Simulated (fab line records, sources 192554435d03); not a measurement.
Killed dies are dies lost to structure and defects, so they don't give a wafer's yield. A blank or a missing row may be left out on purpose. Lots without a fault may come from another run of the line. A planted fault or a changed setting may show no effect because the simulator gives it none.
A struck lot beside a sound one | flow n5_finfet | 15 steps out of a route of 1938
Sound: wafers L339.1, L339.3, L339.4. Struck: wafer L338.3. (L338.4 of the same lot was not struck and is left out.) The cause comes at the end.
At each step with rows: each side's tool, then ch and its chambers, then its first start. Under that, the readings that differ: sound wafers | struck wafers | difference of the means | sigmas: that difference in standard deviations of wafers without a fault.
alike: readings whose means differ by less than 2 such deviations, and words and numbers that are the same on both sides. not compared: withheld readings, readings that some wafer has no value for, bounds like >300 that may hide the same value, and numbers for which the record gives no deviation and whose values overlap.
The two part at a step that has a row with sigmas, a row that says differs or no value, or rows on one side only. Numbers that don't overlap but have no deviation are shown without sigmas and don't part them. A reading that every wafer of one side lacks parts them only if that side has two wafers or more.

first, 2 steps without rows for these wafers: N5_BEOL_M12_PRECLEAN_39 (cleans in residue remover, time 60 s); N5_BEOL_M12_SRD_40 (time 30 s, dry time 30 s).
N5_BEOL_M12_DEGAS_41: time 60 s.
  sound on pvd_sputter-01, day 14 12:43; struck on pvd_sputter-01, day 14 13:07
  alike: heater_power_w
N5_BEOL_M12_PRE_CLEAN_42: time 30 s.
  sound on pvd_sputter-01, day 14 12:45; struck on pvd_sputter-01, day 14 13:09
  alike: heater_power_w
N5_BEOL_M12_SPUTTER_43: material TaN, target thk 15 nm, time 24.19 s.
  sound on pvd_sputter-01, day 14 12:47; struck on pvd_sputter-01, day 14 13:11
  alike: throttle_valve_pct
then, 1 step without rows for these wafers: N5_BEOL_M12_SPUTTER_44 (material Ta, target thk 10 nm, time 16.13 s).
N5_BEOL_M12_SPUTTER_45: material Cu, target thk 80 nm, time 13.33 s.
  sound on pvd_sputter-01, day 14 12:57; struck on pvd_sputter-01, day 14 13:21
  alike: throttle_valve_pct
then, 2 steps without rows for these wafers: N5_BEOL_M12_ECD_47 (material Cu, target thk 720 nm); N5_BEOL_M12_ANNEAL_48 (time 90 s).
N5_BEOL_M12_CMP_49: polishes, stops on SiOC, t overpolish 20.6 s, target thk 320 nm.
  sound on cmp-02 ch 0,1,2, day 14 13:33; struck on cmp-02 ch 1, day 14 14:04
  reading              | sound                | struck | difference | sigmas
  overpolish_run_s (s) | 20.604 20.629 20.605 | 20.586 | -0.027     | -3
  alike: barrier_field_endpoint_s, clearing_platen_rpm, motor_current_A
N5_BEOL_M12_THK_MEAS_50: measures by xrf.
  sound on film_metro-01, day 14 13:49; struck on film_metro-01, day 14 14:22
  alike: M12_THK
then, 1 step without rows for these wafers: N5_BEOL_M12_PRE_CLEAN_52 (time 15 s).
N5_BEOL_M12_DEP_53: deposits SiCN from 3MS/NH3, target thk 30 nm, time 10.5 s.
  sound on pecvd-03 ch 0,1, day 14 13:52; struck on pecvd-01 ch 0, day 14 14:25
  reading                                   | sound        | struck | difference | sigmas
  model.SiCN_of_BEOL_M12_DEP_53.thk_nm (nm) | 29.8 29.4 30 | 40.6   | +10.9      |
  alike: chamber_pressure_Torr, showerhead_plenum_p_Torr, throttle_valve_pct
N5_BEOL_M12_RS_MEAS_54: measures by four-point-probe.
  sound on film_metro-01, day 14 13:56; struck on film_metro-01, day 14 14:29
  alike: M12_RS
then, 1 step without rows for these wafers: N5_PASSIVATION_PROBE_49.

WHERE THEY PART
Only at N5_BEOL_M12_CMP_49, within this record. Later steps at which nothing parts them and some readings are alike: N5_BEOL_M12_THK_MEAS_50, N5_BEOL_M12_DEP_53, N5_BEOL_M12_RS_MEAS_54.

WHY: what the simulator had put in
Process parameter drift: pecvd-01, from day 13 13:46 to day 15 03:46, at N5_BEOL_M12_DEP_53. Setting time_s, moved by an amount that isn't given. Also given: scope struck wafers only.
